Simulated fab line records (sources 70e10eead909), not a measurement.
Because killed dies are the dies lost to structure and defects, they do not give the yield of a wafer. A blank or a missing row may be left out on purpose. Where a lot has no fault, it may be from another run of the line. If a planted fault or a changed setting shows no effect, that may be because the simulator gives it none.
Chamber matching ; flow nandHarc ; 4 sister chambers for NHARC_P_ZERO_WELL_ETCH_65 on rieDiel-02
The step etches the open film in N2/H2, target depth 80 nm, overetch 24 nm, time 87.88 s. 4 wafers are shown with their chamber, then 7 later ones without.

WAFERS WITH THEIR CHAMBER
wafer;chamber;drypumpMotorCurrentA (A)
L086.2;3;5.2
L086.5;0;5.3
L088.1;2;6.0
L088.5;1;5.3

WAFERS MISSING THEIR CHAMBER
wafer;drypumpMotorCurrentA (A)
L088.6;6.0
L091.1;5.2
L091.2;6.0
L091.3;5.2
L097.2;5.9
L097.5;5.2
L097.6;5.3

EACH ONE'S CHAMBER
wafer;from the rows above;in truth
L088.6;2;2
L091.1;3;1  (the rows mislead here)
L091.2;2;2
L091.3;3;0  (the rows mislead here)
L097.2;2;2
L097.5;3;3
L097.6;can't be placed: 0 or 1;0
Placed correctly: 4 of 7. Unplaceable from these rows: 1, with the true chamber sitting among the candidates in 1. 2 placed wrongly.
How it was worked out, from the rows above alone: a wafer's distance from a chamber is the root of the sum, over the readings, of the square of ((its reading less the chamber's mean) divided by the reading's scatter). If the next closest chamber is less than 2 further off than the closest, the wafer can't be placed; otherwise it belongs to the closest. A chamber's mean is the mean of its shown wafers. The scatter: with one shown wafer a chamber, the root of the mean of the squares of how far each hidden wafer lies from its nearest shown one.
